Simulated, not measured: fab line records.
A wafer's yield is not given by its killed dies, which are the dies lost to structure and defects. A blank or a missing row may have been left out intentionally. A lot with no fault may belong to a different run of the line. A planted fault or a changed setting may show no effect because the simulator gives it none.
fab line records	flow nand_harc
record lots=13	wafers=39	last_day=25
route steps=1159 shown P_CONTACT@237 P_M0@263 END@1159
lots that met no fault: from a run of the same line without faults
start_h: hours from the record's opening day to when the first of the lot's shown wafers began	wait_h: how many hours have passed since the lot's step before this one	" repeats the value in the row above	L1.1+2: one row covering several wafers at once	- no value present, or no start provided	* or withheld: withheld	< > ~ a bound
route shown NAME@n: names a module that has steps shown in the file, with the first one's number in the route	usual: mean and standard deviation over wafers with no fault	same: alike in all rows	chamber/n: place in a boat	sites: the reading at each site	_std_site: how widely they spread, as a standard deviation	_edge_site: the outer-site mean with the inner-site mean subtracted	radius_mm: how far each site lies from the wafer's centre	mask NAME#n: copy n	behind: tool/chamber where the wafer was last shaped	hold: cause of the lot's hold/its duration in hours/its outcome	device: whichever transistor did not switch (one of n, p or np)	end of line: tests run on the same wafers once the route is complete	where a step has no rows: the recipe by itself	killed: at the first sort, the dies lost to defects and structure; wafer yield is something else	map: dies across one wafer; x = killed, . = not, _ = none there
set.NAME: setting as actually run; set.NAME@STEP: the setting as run at that earlier step	model.NAME: the simulator's own value behind a step, which no gauge read
the route's steps for a sample of lots (tables are steps, rows are wafers)
services: the hour from which a tool's chamber was out of use, counted from the record's first day as start_h (under 0 if before that day), plus the number of hours and why
## steps
# step NHARC_P_CONTACT_ETCH_36
# recipe target_depth_a=2600	over_etch_frac=0.25	time_s=406.25	ion_energy_ev=200	n2_flow_sccm=150	h2_flow_sccm=150	ar_flow_sccm=0	rf_w=400	bias_w=150	chemistry=N2/H2
# usual drypump_motor_current_A=5.7/0.52	h2_flow_sccm=150.0/0.45	oes_product_au=1.007/0.013	rf_vpp_V=430.2/2.6	run_length_s=427.6/0.32	showerhead_plenum_p_Torr=2.03/0.09	throttle_valve_pct=14.172/0.0085
# same over_etch_frac=0.25
lot.wafer	tool	chamber	start_h	wait_h	drypump_motor_current_A	h2_flow_sccm	oes_product_au	rf_hours_counter_h	rf_vpp_V	run_length_s	showerhead_plenum_p_Torr	throttle_valve_pct
L117.3	rie_diel-09	3	-	-	5.8	149.5	1.003	3	428.3	427.4	1.94	14.181
L117.5	"	1	"	"	6.3	149.5	1.009	-	431.3	427.6	2.08	14.177
L117.6	"	2	"	"	5.5	150.5	1.004	-	429.3	427.8	2.05	14.173
L121.1	rie_diel-08	0	-	-	6.2	150.3	1.009	0	432.3	428.0	2.06	14.165
L121.6	"	2	"	"	6.3	150.1	1.012	-	431.3	426.9	2.10	14.168
L121.5	"	3	"	"	6.5	149.9	1.031	-	429.1	427.3	1.96	14.166
L120.2	rie_diel-09	2	-	-	5.5	150.4	1.018	6	431.9	427.9	2.05	14.167
L120.4	"	1	"	"	6.3	150.1	1.016	5	432.6	427.5	2.08	14.175
L120.5	"	2	"	"	5.5	150.7	1.007	-	430.3	427.4	2.05	14.199
L122.2	rie_diel-09	1	-	-	6.3	149.7	1.010	6	430.7	427.2	2.08	14.159
L122.3	"	3	"	"	5.8	150.2	1.002	7	427.2	427.3	1.94	14.166
L122.1	"	0	"	"	5.4	150.6	0.996	6	433.7	428.0	2.15	14.179
L124.1	rie_diel-06	3	-	-	5.2	150.7	0.996	8	433.4	427.4	2.14	14.179
L124.3	"	2	"	"	6.5	149.6	1.021	9	426.0	427.6	1.92	14.174
L124.6	"	0	"	"	5.0	150.1	1.026	-	427.2	427.6	1.92	14.160
L125.2	rie_diel-09	1	-	-	6.3	150.0	1.017	8	430.1	427.5	2.08	14.178
L125.4	"	3	"	"	5.8	150.9	1.003	-	428.0	427.3	1.94	14.164
L125.6	"	0	"	"	5.4	150.1	1.001	-	433.7	428.0	2.15	14.167
L126.1	rie_diel-06	0	-	-	5.0	150.4	1.025	11	429.0	427.7	1.92	14.168
L126.4	"	2	"	"	6.5	149.9	1.029	10	427.9	427.6	1.91	14.181
L126.5	"	3	"	"	5.2	150.1	0.998	-	433.2	427.2	2.14	14.178
L128.3	rie_diel-06	0	-	-	5.0	150.5	0.997	13	427.3	428.1	1.92	14.172
L128.1	"	1	"	"	5.7	149.9	0.982	11	433.5	428.0	2.10	14.180
L128.5	"	1	"	"	5.7	149.5	0.994	-	433.6	428.0	2.10	14.180
L129.3	rie_diel-09	2	-	-	5.6	149.2	1.022	10	428.7	427.7	2.05	14.161
L129.5	"	3	"	"	5.8	150.6	1.014	-	427.7	427.5	1.94	14.169
L129.6	"	0	"	"	5.4	149.3	0.992	-	433.3	427.4	2.15	14.182
L136.2	rie_diel-09	3	-	-	5.8	149.6	1.007	15	427.4	427.9	1.94	14.174
L136.1	"	0	"	"	5.4	149.9	0.998	14	433.6	427.5	2.15	14.177
L136.3	"	2	"	"	5.6	149.7	1.008	13	431.4	428.0	2.05	14.172
L135.4	rie_diel-09	1	-	-	6.3	149.3	1.012	14	432.9	427.4	2.08	14.156
L135.3	"	0	"	"	5.3	149.8	0.993	14	432.3	428.1	2.15	14.179
L135.5	"	2	"	"	5.5	150.1	1.004	-	432.3	427.4	2.05	14.181
L138.2	rie_diel-08	3	-	-	6.5	150.4	1.032	36	428.6	427.2	1.95	14.166
L138.4	"	0	"	"	6.2	150.1	1.028	38	429.0	428.0	2.05	14.179
L138.3	"	1	"	"	6.1	149.6	1.015	40	430.3	427.1	1.98	14.163
L139.2	rie_diel-06	0	-	-	5.0	150.3	1.001	0	428.6	427.9	1.92	14.174
L139.3	"	1	"	"	5.7	150.2	1.007	0	431.8	428.1	2.10	14.168
L139.6	"	0	"	"	5.0	149.2	1.014	-	427.2	427.6	1.92	14.174
# step NHARC_P_CONTACT_ETCH_18
# recipe target_depth_a=4810	time_s=240.5	c4f8_flow_sccm=20	o2_flow_sccm=10	ar_flow_sccm=withheld	rf_w=600	bias_w=1500	chemistry=C4F8/O2/Ar
# usual oes_product_au=0.967/0.02	rf_vpp_V=977/5.9	run_length_s=261.87/0.3
lot.wafer	tool	chamber	start_h	wait_h	oes_product_au	rf_hours_counter_h	rf_vpp_V	run_length_s
L117.3	rie_diel-09	2	114.17	-	0.985	3	978	261.88
L117.5	"	0	"	"	0.954	-	986	261.88
L117.6	"	1	"	"	0.974	-	981	261.46
L121.1	rie_diel-08	1	134.81	-	0.992	0	974	261.79
L121.6	"	2	"	"	0.993	-	983	261.56
L121.5	"	3	"	"	0.996	-	974	261.29
L120.2	rie_diel-09	1	135.43	-	0.937	5	980	261.81
L120.4	"	3	"	"	0.924	6	972	261.59
L120.5	"	1	"	"	0.928	-	980	261.53
L122.3	rie_diel-09	1	146.24	-	0.984	6	982	261.42
L122.1	"	3	"	"	0.962	7	972	262.01
L122.2	"	0	"	"	0.956	6	985	262.21
L124.3	rie_diel-06	3	163.98	-	0.961	8	986	261.74
L124.1	"	1	"	"	0.980	8	981	261.91
L124.6	"	3	"	"	0.949	-	983	261.46
L125.2	rie_diel-09	3	164.68	-	0.957	9	971	261.66
L125.6	"	3	"	"	0.951	-	973	262.10
L125.4	"	0	"	"	0.945	-	986	262.24
L126.4	rie_diel-06	2	169.87	-	1.003	10	970	262.28
L126.1	"	0	"	"	0.973	11	970	262.32
L126.5	"	2	"	"	0.994	-	970	262.01
L128.1	rie_diel-06	0	193.44	-	0.973	14	970	262.41
L128.3	"	1	"	"	0.951	11	980	262.11
L128.5	"	0	"	"	0.989	-	971	262.12
L129.3	rie_diel-09	2	199.16	-	0.975	10	978	262.02
L129.6	"	0	"	"	0.956	-	985	261.93
L129.5	"	2	"	"	0.970	-	979	261.72
L136.2	rie_diel-09	0	222.30	-	0.962	14	986	221.10
L136.1	"	1	"	"	0.970	13	981	220.97
L136.3	"	2	"	"	0.981	13	978	221.19
L135.3	rie_diel-09	3	223.56	-	0.975	15	970	221.16
L135.4	"	1	"	"	0.957	14	981	261.45
L135.5	"	3	"	"	0.999	-	971	261.84
L138.4	rie_diel-08	1	237.56	-	0.976	40	974	261.63
L138.3	"	2	"	"	0.980	38	982	261.35
L138.2	"	3	"	"	0.997	36	972	261.72
L139.3	rie_diel-06	1	251.97	-	0.969	0	981	262.29
L139.2	"	2	"	"	0.968	0	971	262.25
L139.6	"	2	"	"	0.972	-	970	261.56
# step NHARC_P_M0_CD_MEAS_09
# recipe target_cd_nm=90	landing_energy_ev=500
# usual cd_nm=89.9/0.66
lot.wafer	tool	chamber	start_h	wait_h	cd_nm
L117.3	cd_sem-01	0	121.39	-	89.8
L117.5	"	0	"	"	90.8
L117.6	"	0	"	"	89.0
L121.1	cd_sem-02	0	139.62	-	90.1
L121.5	"	0	"	"	89.8
L121.6	"	0	"	"	90.2
L120.2	cd_sem-01	0	140.34	-	90.1
L120.4	"	0	"	"	89.9
L120.5	"	0	"	"	89.8
L122.1	cd_sem-01	0	153.06	-	89.9
L122.2	"	0	"	"	90.1
L122.3	"	0	"	"	90.0
L124.1	cd_sem-02	0	168.57	-	89.5
L124.3	"	0	"	"	90.7
L124.6	"	0	"	"	90.3
L125.2	cd_sem-03	0	169.14	-	90.1
L125.4	"	0	"	"	89.1
L125.6	"	0	"	"	89.4
L126.1	cd_sem-01	0	174.33	-	88.8
L126.4	"	0	"	"	88.9
L126.5	"	0	"	"	89.6
L128.1	cd_sem-03	0	196.90	-	90.5
L128.3	"	0	"	"	90.5
L128.5	"	0	"	"	90.8
L129.3	cd_sem-01	0	203.00	-	90.6
L129.5	"	0	"	"	89.4
L129.6	"	0	"	"	89.6
L135.4	cd_sem-02	0	228.58	-	89.6
L135.5	"	0	"	"	90.1
L138.2	cd_sem-01	0	241.44	-	89.7
L138.3	"	0	"	"	88.8
L138.4	"	0	"	"	88.7
L139.2	cd_sem-01	0	258.24	-	89.4
L139.3	"	0	"	"	89.8
L139.6	"	0	"	"	89.0
# step NHARC_P_M0_OVL_MEAS_10
# recipe pitch_nm=180
# usual overlay_x_nm=0.3/0.78	overlay_y_nm=-0.2/0.99
lot.wafer	tool	chamber	start_h	wait_h	overlay_x_nm	overlay_y_nm
L117.3	overlay-01	-	121.47	-	1.5	0.3
L117.5	"	-	"	"	1.8	0.8
L117.6	"	-	"	"	2.0	1.2
L121.1	overlay-01	-	139.71	-	0.2	-1.9
L121.5	"	-	"	"	0.4	-2.1
L121.6	"	-	"	"	0.7	-1.5
L120.2	overlay-02	-	140.43	-	-0.1	1.9
L120.4	"	-	"	"	-0.6	1.6
L120.5	"	-	"	"	-0.4	2.1
L122.1	overlay-01	-	153.15	-	0.6	1.3
L122.2	"	-	"	"	0.3	0.9
L122.3	"	-	"	"	0.7	1.3
L124.1	overlay-02	-	168.66	-	-1.0	-0.6
L124.3	"	-	"	"	-0.6	-1.2
L124.6	"	-	"	"	-0.2	-0.9
L125.2	overlay-01	-	169.22	-	-0.4	0.2
L125.4	"	-	"	"	-0.8	-0.3
L125.6	"	-	"	"	-0.2	-0.4
L126.1	overlay-02	-	174.42	-	0.8	-1.9
L126.4	"	-	"	"	1.3	-1.9
L126.5	"	-	"	"	0.9	-1.1
L128.1	overlay-01	-	196.99	-	0.6	1.3
L128.3	"	-	"	"	-0.3	1.7
L128.5	"	-	"	"	0.3	1.0
L129.3	overlay-02	-	203.10	-	0.3	0.4
L129.5	"	-	"	"	-0.7	0.1
L129.6	"	-	"	"	0.8	0.8
L135.4	overlay-02	-	228.67	-	0.4	0.2
L135.5	"	-	"	"	0.1	-0.3
L138.2	overlay-01	-	241.53	-	-0.4	0.6
L138.3	"	-	"	"	0.2	0.4
L138.4	"	-	"	"	0.2	0.3
L139.2	overlay-01	-	258.32	-	0.7	-1.5
L139.3	"	-	"	"	0.3	-0.7
L139.6	"	-	"	"	1.1	-1.2
# step NHARC_END_SORT_01
# recipe temp_c=25
# usual killed_at_array=27/10	killed_at_other=0.6/0.96	killed_at_periphery=3.4/2.7	killed_dies=31/10	killed_open=2.9/1.8	killed_short=1.8/1.4
# same gross_dies=677
lot.wafer	tool	chamber	start_h	wait_h	killed_at_array	killed_at_other	killed_at_periphery	killed_dies	killed_open	killed_short
L136.1	prober-02	0	563.61	2.5	35	1	641	677	1	2
L136.2	prober-02	0	564.41	2.8	28	0	649	677	4	1
L136.3	prober-02	0	565.21	3.1	31	0	646	677	2	1
L135.3	prober-02	0	572.99	3.1	35	0	642	677	4	2
L135.4	prober-02	0	573.78	3.4	28	0	0	28	1	0
L135.5	prober-02	0	574.58	3.7	37	1	2	40	1	4
# killed by level:class
L136.1 P_CONTACT:area_etch=638 A_SLIT:chamber_film_flake=23 A_STAIRCASE:chamber_film_flake=6 P_GATE:chamber_film_flake=2 A_CHANNEL_HOLE_D1:chamber_film_flake=2 A_SGD_CUT:chamber_film_flake=2 P_M0:geometric_particle:open=1 A_SOURCE_PLATE:geometric_particle:short=1
L136.2 P_CONTACT:area_etch=644 A_SLIT:chamber_film_flake=15 A_CHANNEL_HOLE_D1:chamber_film_flake=7 A_STAIRCASE:chamber_film_flake=2 P_STI:geometric_particle:open=1 P_GATE:geometric_particle:open=1 P_M0:geometric_particle:short=1 A_ONON_D1:geometric_particle:open=1
L136.3 P_CONTACT:area_etch=645 A_SLIT:chamber_film_flake=22 A_M1:chamber_film_flake=2 P_M1:geometric_particle:open=1 A_CHANNEL_HOLE_D1:geometric_particle:short=1 A_M1:geometric_particle:open=1 A_CHANNEL_HOLE_D1:chamber_film_flake=1 A_STAIRCASE:chamber_film_flake=1
L135.3 P_CONTACT:area_etch=638 A_CHANNEL_HOLE_D1:chamber_film_flake=21 A_SGD_CUT:chamber_film_flake=4 A_CONTACT:chamber_film_flake=3 P_CONTACT:geometric_particle:open=2 A_WL_FILL:chamber_film_flake=2 P_M0:geometric_particle:short=1 A_ONON_D1:geometric_particle:open=1
L135.4 A_CHANNEL_HOLE_D1:chamber_film_flake=16 A_CONTACT:chamber_film_flake=4 A_SGD_CUT:chamber_film_flake=3 A_SLIT:chamber_film_flake=2 A_WL_FILL:chamber_film_flake=2 A_CHANNEL_HOLE_D1:geometric_particle:open=1
L135.5 A_CHANNEL_HOLE_D1:chamber_film_flake=22 A_CONTACT:chamber_film_flake=6 A_WL_FILL:chamber_film_flake=4 A_SGD_CUT:chamber_film_flake=2 P_CONTACT:geometric_particle:open=1 P_M0:geometric_particle:short=1 A_CHANNEL_FILL_D1:geometric_particle:short=1 A_CONTACT:geometric_particle:short=1
## services
tool	chamber	start_h	hours	kind
rie_diel-09	0	110.60	-	clean
rie_diel-09	1	110.60	-	clean
rie_diel-09	2	110.60	-	clean
rie_diel-09	3	110.60	-	clean
rie_diel-09	0	118.98	2.1	repair
rie_diel-08	-	124.80	9.0	pm
rie_diel-06	3	126.06	19.5	repair
rie_diel-09	0	135.11	-	clean
rie_diel-09	1	135.11	-	clean
rie_diel-09	2	135.11	-	clean
rie_diel-09	3	135.11	-	clean
rie_diel-09	0	159.73	-	clean
rie_diel-09	1	159.73	-	clean
rie_diel-09	2	159.73	-	clean
rie_diel-09	3	159.73	-	clean
rie_diel-09	2	160.21	12.4	repair
rie_diel-09	0	184.23	-	clean
rie_diel-09	1	184.23	-	clean
rie_diel-09	2	184.23	-	clean
rie_diel-09	2	189.14	6.2	repair
rie_diel-09	1	193.55	7.7	repair
rie_diel-09	2	229.40	19.4	repair
rie_diel-06	1	239.98	4.3	repair
rie_diel-06	-	241.20	9.0	pm
## key
first_sign step=NHARC_P_CONTACT_ETCH_18	reading=run_length_s	direction=down	sigmas=99+	usual=*	struck=*
effect step=NHARC_END_SORT_01	reading=killed_at_periphery	direction=up	sigmas=99+	usual=3.4	struck=644.5
more_kills_born_at NHARC_P_CONTACT_ETCH_18@rie_diel-09=2565
met_at NHARC_P_CONTACT_ETCH_18
struck_lots L135,L136
struck_wafers L135.3,L136.1,L136.2,L136.3
later_rows_left_out L135.3,L136.1,L136.2,L136.3
tester_left_out L135,L136
not_acting_at NHARC_P_CONTACT_ETCH_36,NHARC_P_M0_CD_MEAS_09,NHARC_P_M0_OVL_MEAS_10
onset_between 199.16 222.30
fault kind=process_parameter_drift	tool=rie_diel-09	chamber=-	onset_h=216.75	steps=NHARC_P_CONTACT_ETCH_18	channel=time_s	offset=*	shape=step	end_h=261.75	scope=struck_wafers_only	acts_in=*	stated=*
# tester_left_out: of these lots the tester's yield and bins aren't shown, on N5 and GAA mostly nor the transistor test; their killed dies are dies lost to structure and defects alone, not to doping, threshold or leakage, so they don't give the yield
# later_rows_left_out: the simulator's readings of these wafers behind a module that went badly wrong aren't trusted and aren't shown, but for the sort
